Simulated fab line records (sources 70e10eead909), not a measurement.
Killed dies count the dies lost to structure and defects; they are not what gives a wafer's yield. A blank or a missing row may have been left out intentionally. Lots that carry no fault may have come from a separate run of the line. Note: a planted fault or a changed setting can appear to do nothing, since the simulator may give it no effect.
fab line records	flow nand-harc
record lots=6	wafers=17	last-day=33
route steps=1302 shown P_M0@264 END@1302
lots with no fault: from the same line, run without faults
start-h: hours from the record's first day to the start of the lot's first wafer shown	wait-h: hours since the lot's step before	" the same as in the row above	L1.1+2: a row that stands for several wafers	- no value present, or no start provided	* or withheld: withheld	< > ~ a bound
route shown NAME@n: a module of which the file shows steps, and the number in the route of the first	usual: mean/standard deviation of fault-free wafers	same: alike in all rows	chamber/n: place in a boat	sites: each site's reading	_std_site: how widely they spread, as a standard deviation	_edge_site: outer sites' mean less inner sites'	radius-mm: how far each site lies from the wafer's centre	mask NAME#n: copy n	behind: the tool/chamber that last shaped the wafer	hold: why the lot went on hold/how many hours it stayed there/how the hold came to an end	device: the transistor (n, p or np) that didn't switch	end of line: the tests these same wafers got at the end of their route	where a step has no rows: the recipe by itself	killed: dies lost to structure and defects at the first sort, not the wafer's yield	map: a wafer's dies, marking killed ones x, the rest . and places with no die _
set.NAME: setting as actually run; set.NAME@STEP: the setting as run at that earlier step	model.NAME: the simulator's own value behind a step, which no gauge read
lots seen at some steps along the route; tables by step, rows by wafer
services: from which hour (start-h, from the record's first day; less than 0 if before it) a tool's chamber was out of use, for how many hours, and why
## steps
# step NHARC_P_M0_OVL_MEAS_10
# recipe pitch-nm=180
# usual overlay-x-nm=0.1/0.92	overlay-y-nm=0.2/0.9
lot.wafer	tool	chamber	start-h	wait-h	overlay-x-nm	overlay-y-nm
L222.1	overlay-02	-	151.63	-	-0.2	-0.3
L222.2	"	-	"	"	-0.7	-0.3
L222.3	"	-	"	"	-0.3	-0.3
L230.1	overlay-02	-	239.13	-	-0.7	0.7
L230.4	"	-	"	"	-0.5	-0.6
L230.6	"	-	"	"	-0.8	-0.1
L231.2	overlay-02	-	245.07	-	-1.7	-0.3
L231.4	"	-	"	"	-1.4	0.2
L231.5	"	-	"	"	-1.1	0.8
L232.1	overlay-01	-	247.57	-	-1.1	2.3
L232.4	"	-	"	"	-0.7	2.9
L232.6	"	-	"	"	-1.4	2.4
L235.1	overlay-01	-	284.29	-	1.7	-0.1
L235.2	"	-	"	"	1.9	-0.7
L242.1	overlay-01	-	350.19	-	1.4	0.4
L242.3	"	-	"	"	0.9	0.4
L242.5	"	-	"	"	0.9	0.5
# step NHARC_P_M0_INSPECT_11
# usual raw-defect-count=4.1/2.6
lot.wafer	tool	chamber	start-h	wait-h	raw-defect-count
L222.1	defect-inspect-02	-	151.67	0.0	1
L222.2	"	-	"	"	2
L222.3	"	-	"	"	1
L230.1	defect-inspect-01	-	239.17	0.0	5
L230.4	"	-	"	"	0
L230.6	"	-	"	"	7
L231.2	defect-inspect-02	-	245.11	0.0	4
L231.4	"	-	"	"	0
L231.5	"	-	"	"	1
L232.1	defect-inspect-02	-	247.61	0.0	2
L232.4	"	-	"	"	6
L232.6	"	-	"	"	0
L235.1	defect-inspect-01	-	284.33	0.0	9
L235.2	"	-	"	"	9
L242.1	defect-inspect-01	-	350.22	0.0	7
L242.3	"	-	"	"	7
L242.5	"	-	"	"	6
# step NHARC_P_M0_DESCUM_14
# recipe time-s=3	o2-flow-sccm=200	ar-flow-sccm=0	bias-power-w=0	chemistry=O2
# step NHARC_P_M0_ETCH_34
# recipe target-depth-a=400	overetch-a=120	time-s=43.94	ion-energy-ev=200	n2-flow-sccm=150	h2-flow-sccm=150	ar-flow-sccm=0	rf-w=400	bias-w=150	chemistry=N2/H2
# usual drypump-motor-current-A=5.5/0.43	oes-product-au=1.001/0.0095	rf-vpp-V=430.4/2.2	showerhead-plenum-p-Torr=2.04/0.076	throttle-valve-pct=14.171/0.0081
lot.wafer	tool	chamber	start-h	wait-h	drypump-motor-current-A	oes-product-au	rf-hours-counter-h	rf-vpp-V	showerhead-plenum-p-Torr	throttle-valve-pct
L222.3	rie-diel-03	1	151.83	0.1	6.2	1.005	10	426.5	1.91	14.174
L222.2	"	2	"	"	5.2	1.013	11	434.1	2.16	14.171
L222.1	"	0	"	"	6.3	1.000	6	429.7	1.99	14.170
L230.1	rie-diel-05	0	239.33	0.1	5.5	0.996	28	429.9	2.01	14.172
L230.6	"	2	"	"	5.8	0.984	-	431.4	2.05	14.175
L230.4	"	3	"	"	4.9	1.004	-	427.9	1.98	14.173
L231.4	rie-diel-05	0	245.25	0.1	5.5	1.010	29	428.2	2.01	14.159
L231.2	"	2	"	"	5.8	0.990	26	430.4	2.05	14.177
L231.5	"	0	"	"	5.5	1.013	-	429.6	2.01	14.168
L232.1	rie-diel-05	2	247.75	0.1	5.8	0.988	27	430.3	2.05	14.186
L232.4	"	3	"	"	4.9	1.019	25	428.3	1.98	14.164
L232.6	"	3	"	"	4.9	1.009	-	428.7	1.98	14.164
L235.1	rie-diel-05	3	284.48	0.1	4.9	0.997	1	428.0	1.98	14.182
L235.2	"	2	"	"	5.8	0.989	2	430.9	2.05	14.180
L242.1	rie-diel-05	3	350.38	0.1	4.9	1.003	13	429.6	1.97	14.174
L242.3	"	0	"	"	5.5	1.002	15	429.9	2.00	14.175
L242.5	"	2	"	"	5.8	0.997	-	429.7	2.04	14.172
# step NHARC_P_M0_ETCH_15
# recipe target-depth-a=1500	overetch-a=150	time-s=82.5	c4f8-flow-sccm=withheld	ar-flow-sccm=400	rf-w=600	bias-w=300	chemistry=C4F8/Ar
# usual oes-product-au=0.964/0.015	rf-vpp-V=440.7/2.2
lot.wafer	tool	chamber	start-h	wait-h	oes-product-au	rf-hours-counter-h	rf-vpp-V
L222.1	rie-diel-03	0	-	-	0.942	7	439.2
L222.3	"	1	"	"	0.938	11	437.0
L222.2	"	2	"	"	0.930	11	443.7
L230.1	rie-diel-05	3	-	-	0.968	23	440.1
L230.6	"	0	"	"	0.968	-	440.4
L230.4	"	2	"	"	0.961	-	441.4
L231.4	rie-diel-05	1	-	-	0.979	29	443.7
L231.2	"	2	"	"	0.971	26	442.8
L231.5	"	3	"	"	0.969	-	440.3
L232.4	rie-diel-05	2	-	-	0.954	27	441.1
L232.1	"	1	"	"	0.981	30	442.6
L232.6	"	2	"	"	0.955	-	441.7
L235.2	rie-diel-05	1	-	-	0.969	3	442.9
L235.1	"	0	"	"	0.975	3	439.7
L242.3	rie-diel-05	1	-	-	0.974	14	444.9
L242.1	"	3	"	"	0.981	13	439.1
L242.5	"	2	"	"	0.967	-	441.6
# step NHARC_P_M0_CD_MEAS_16
# usual cd-nm=90.2/0.88
lot.wafer	tool	chamber	start-h	wait-h	cd-nm
L222.1	cd-sem-01	-	152.60	-	88.2
L222.2	"	-	"	"	89.6
L222.3	"	-	"	"	88.8
L230.1	cd-sem-03	-	239.57	-	89.7
L230.4	"	-	"	"	89.8
L230.6	"	-	"	"	90.8
L231.2	cd-sem-02	-	245.47	-	91.2
L231.4	"	-	"	"	92.1
L231.5	"	-	"	"	91.8
L232.1	cd-sem-02	-	247.97	-	90.2
L232.4	"	-	"	"	89.3
L232.6	"	-	"	"	89.9
L235.1	cd-sem-03	-	284.69	-	90.5
L235.2	"	-	"	"	90.3
L242.1	cd-sem-02	-	350.58	-	90.2
L242.3	"	-	"	"	89.8
L242.5	"	-	"	"	88.8
# step NHARC_P_M0_STRIP_18
# recipe power-w=1000	n2-flow-sccm=150	h2-flow-sccm=150	ar-flow-sccm=0	bias-w=0	chemistry=N2/H2
# step NHARC_P_M0_STRIP_19
# recipe time-s=600	temp-c=30	chemistry=post-etch-residue-remover
# step NHARC_P_M0_DEGAS_28
# recipe temp-c=250	time-s=60
# step NHARC_P_M0_PRE_CLEAN_29
# recipe time-s=30	temp-c=280	gas=H2/He
# usual heater-power-w=434/34
lot.wafer	tool	chamber	start-h	wait-h	heater-power-w
L222.1	pvd-sputter-01	-	-	-	457
L222.2	"	-	"	"	458
L222.3	"	-	"	"	447
L230.4	pvd-sputter-03	-	-	-	379
L230.1	"	-	"	"	458
L230.6	"	-	"	"	410
L231.4	pvd-sputter-03	-	-	-	373
L231.2	"	-	"	"	421
L231.5	"	-	"	"	374
L232.1	pvd-sputter-03	-	-	-	443
L232.4	"	-	"	"	384
L232.6	"	-	"	"	372
L235.2	pvd-sputter-02	-	-	-	462
L235.1	"	-	"	"	448
L242.1	pvd-sputter-02	-	-	-	437
L242.3	"	-	"	"	479
L242.5	"	-	"	"	409
# step NHARC_P_M0_PVD_20
# recipe target-thk-a=50	bias-v=168.6	power-w=15000	chamber-pressure-pa=0.12	time-s=8.06	substrate-temp-c=50	material=TaN
# usual bias-v=168.7/1.6	throttle-valve-pct=29.8/0.86
lot.wafer	tool	chamber	start-h	wait-h	bias-v	throttle-valve-pct
L222.1	pvd-sputter-01	-	-	-	169.5	29.3
L222.3	"	-	"	"	168.2	30.2
L222.2	"	-	"	"	169.8	29.4
L230.4	pvd-sputter-03	-	-	-	171.7	28.5
L230.1	"	-	"	"	167.8	29.8
L230.6	"	-	"	"	171.2	28.5
L231.2	pvd-sputter-03	-	-	-	169.7	30.4
L231.4	"	-	"	"	166.9	28.3
L231.5	"	-	"	"	167.7	30.6
L232.1	pvd-sputter-03	-	-	-	170.8	29.9
L232.4	"	-	"	"	168.2	30.7
L232.6	"	-	"	"	171.2	30.2
L235.2	pvd-sputter-02	-	-	-	169.5	30.0
L235.1	"	-	"	"	170.3	29.4
L242.1	pvd-sputter-02	-	-	-	168.1	29.9
L242.3	"	-	"	"	168.6	30.8
L242.5	"	-	"	"	167.6	30.0
# step NHARC_P_M0_PVD_21
# recipe target-thk-a=300	chamber-pressure-pa=5	power-w=5000	substrate-temp-c=30	time-s=20.49	material=Cu
# step NHARC_P_M0_ECD_22
# recipe target-thk-a=4000	bath-temp-c=25	material=Cu
# usual bath-heat-duty-pct=6.2/0.53	bath-temp-c=25.00/0.11
lot.wafer	tool	chamber	start-h	wait-h	bath-heat-duty-pct	bath-temp-c
L222.1	ecd-cu-02	1	153.59	-	5.1	25.19
L222.2	"	0	"	"	6.2	24.92
L222.3	"	1	"	"	6.1	24.95
L230.1	ecd-cu-01	1	240.61	-	6.6	25.05
L230.4	"	1	"	"	6.9	24.87
L230.6	"	0	"	"	6.7	24.81
L231.2	ecd-cu-01	0	246.50	-	6.9	25.06
L231.4	"	0	"	"	6.7	25.21
L231.5	"	1	"	"	5.7	24.91
L232.1	ecd-cu-01	1	248.95	-	6.5	24.80
L232.4	"	1	"	"	6.3	24.83
L232.6	"	1	"	"	6.5	24.84
L235.1	ecd-cu-01	0	285.73	-	6.3	25.17
L235.2	"	1	"	"	5.7	24.88
L242.1	ecd-cu-01	1	351.58	-	6.3	24.96
L242.3	"	0	"	"	7.0	24.88
L242.5	"	0	"	"	6.6	25.04
# step NHARC_P_M0_ANNEAL_30
# recipe temp-c=225	time-s=90
# usual wafer_temp_C_max=226.2/0.32
lot.wafer	tool	chamber	start-h	wait-h	wafer_temp_C_max
L222.1	rtp-anneal-02	0	153.97	-	226.8
L222.2	"	0	"	"	226.6
L222.3	"	0	"	"	226.9
L230.1	rtp-anneal-01	0	240.94	0.3	225.7
L230.4	"	0	"	"	226.0
L230.6	"	0	"	"	225.6
L231.2	rtp-anneal-02	0	246.88	0.3	226.1
L231.4	"	0	"	"	226.5
L231.5	"	0	"	"	226.8
L232.1	rtp-anneal-02	0	249.33	0.3	226.1
L232.4	"	0	"	"	226.1
L232.6	"	0	"	"	226.2
L235.1	rtp-anneal-01	0	286.11	-	226.6
L235.2	"	0	"	"	226.0
L242.1	rtp-anneal-01	0	351.95	-	225.9
L242.3	"	0	"	"	226.0
L242.5	"	0	"	"	226.3
# step NHARC_P_M0_CMP_23
# recipe t-overpolish-s=20	target-thk-nm=117.54
# usual motor-current-A=12.0/1	retaining-ring-pressure-frac=1.000/0.0052	time-to-endpoint-s=29.5/2.8
lot.wafer	tool	chamber	start-h	wait-h	motor-current-A	retaining-ring-pressure-frac	time-to-endpoint-s
L222.2	cmp-03	1	154.34	-	12.6	0.996	31.8
L222.3	"	2	"	"	11.4	1.004	27.4
L222.1	"	3	"	"	13.5	0.998	30.6
L230.1	cmp-01	3	241.34	-	12.4	1.005	27.7
L230.4	"	0	"	"	11.7	0.996	28.3
L230.6	"	1	"	"	10.8	1.010	30.1
L231.2	cmp-03	3	247.23	-	13.4	1.000	29.7
L231.4	"	0	"	"	12.7	1.000	28.6
L231.5	"	1	"	"	12.2	0.998	31.7
L232.4	cmp-03	0	249.67	-	12.6	1.001	15.0
L232.1	"	1	"	"	12.0	0.998	31.7
L232.6	"	0	"	"	13.0	1.007	32.0
L235.1	cmp-04	3	286.48	-	13.5	1.004	30.2
L235.2	"	0	"	"	11.3	1.006	12.3
L242.3	cmp-01	3	352.30	-	12.1	0.995	29.7
L242.1	"	2	"	"	10.6	0.996	29.9
L242.5	"	3	"	"	11.8	1.012	30.1
# step NHARC_P_M0_THK_MEAS_24
# recipe thk-meas-gauge=xrf
# usual thk-nm=118.1/1.4
lot.wafer	tool	chamber	start-h	wait-h	thk-nm
L222.1	film-metro-01	-	154.63	-	117.6
L222.2	"	-	"	"	120.8
L222.3	"	-	"	"	115.1
L230.1	film-metro-02	-	241.60	-	118.9
L230.4	"	-	"	"	119.4
L230.6	"	-	"	"	119.1
L231.2	film-metro-02	-	247.48	-	118.3
L231.4	"	-	"	"	119.0
L231.5	"	-	"	"	119.4
L232.1	film-metro-02	-	249.99	-	119.4
L232.4	"	-	"	"	118.7
L232.6	"	-	"	"	119.3
L235.1	film-metro-02	-	286.77	-	120.0
L235.2	"	-	"	"	119.2
L242.1	film-metro-01	-	352.61	-	120.2
L242.3	"	-	"	"	118.8
L242.5	"	-	"	"	119.3
# step NHARC_END_SORT_01
# recipe temp-c=25
# usual defect-limited-yield=91/3	killed-at-array=59/20	killed-at-other=0.8/1	killed-at-periphery=3.2/2.1	killed-dies=63/21	killed-open=3.0/1.9	killed-short=2.3/1.5
# same gross-dies=677
lot.wafer	tool	chamber	start-h	wait-h	defect-limited-yield[%]	killed-at-array	killed-at-other	killed-at-periphery	killed-dies	killed-open	killed-short
L232.4	prober-01	0	696.06	3.4	91	60	0	4	64	2	4
# killed by level:class
L232.4 A_CHANNEL_HOLE_D2:chamber-film-flake=22 A_CHANNEL_HOLE_D1:chamber-film-flake=21 A_CONTACT:chamber-film-flake=7 A_STAIRCASE:chamber-film-flake=3 A_CHANNEL_FILL_D1:geometric-particle:short=2 P_GATE:chamber-film-flake=2 A_ZERO_WELL:chamber-film-flake=2 P_CONTACT:geometric-particle:open=1
## services
tool	chamber	start-h	hours	kind
cmp-01	-	130.18	1.8	repair
cmp-03	-	148.25	2.8	repair
ecd-cu-01	-	152.98	14.2	repair
cmp-03	-	162.00	4.0	pm
pvd-sputter-01	-	162.41	0.5	repair
ecd-cu-01	-	167.21	8.0	pm
pvd-sputter-03	-	170.00	10.0	pm
rie-diel-03	1	173.72	6.8	repair
cmp-03	-	176.68	0.5	repair
cmp-03	-	182.11	1.8	repair
pvd-sputter-03	-	201.81	5.6	repair
ecd-cu-01	-	227.89	5.1	repair
rie-diel-05	1	234.06	6.6	repair
rie-diel-05	-	237.82	0.6	repair
rie-diel-05	-	252.25	9.0	pm
cmp-03	-	260.00	4.0	pm
rie-diel-05	3	263.37	3.2	repair
rie-diel-05	-	267.07	1.0	repair
cmp-03	-	269.76	1.7	repair
pvd-sputter-02	-	285.98	10.0	pm
ecd-cu-01	-	307.96	1.9	repair
rie-diel-05	2	320.37	6.9	repair
ecd-cu-01	-	343.21	8.0	pm
pvd-sputter-03	-	348.00	10.0	pm
## key
first-sign step=NHARC_P_M0_CMP_23	reading=time-to-endpoint-s	direction=down	sigmas=5.6	usual=*	struck=*
effect none on later readings
met-at NHARC_P_M0_ECD_22
struck-wafers L232.4,L235.2
onset-between 246.50 248.95
fault kind=process-parameter-drift	tool=ecd-cu-01	chamber=-	onset-h=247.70	steps=NHARC_P_M0_ECD_22	channel=target-thk-a	offset=*	shape=step	end-h=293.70	scope=struck-wafers-only	acts-in=*	stated=*
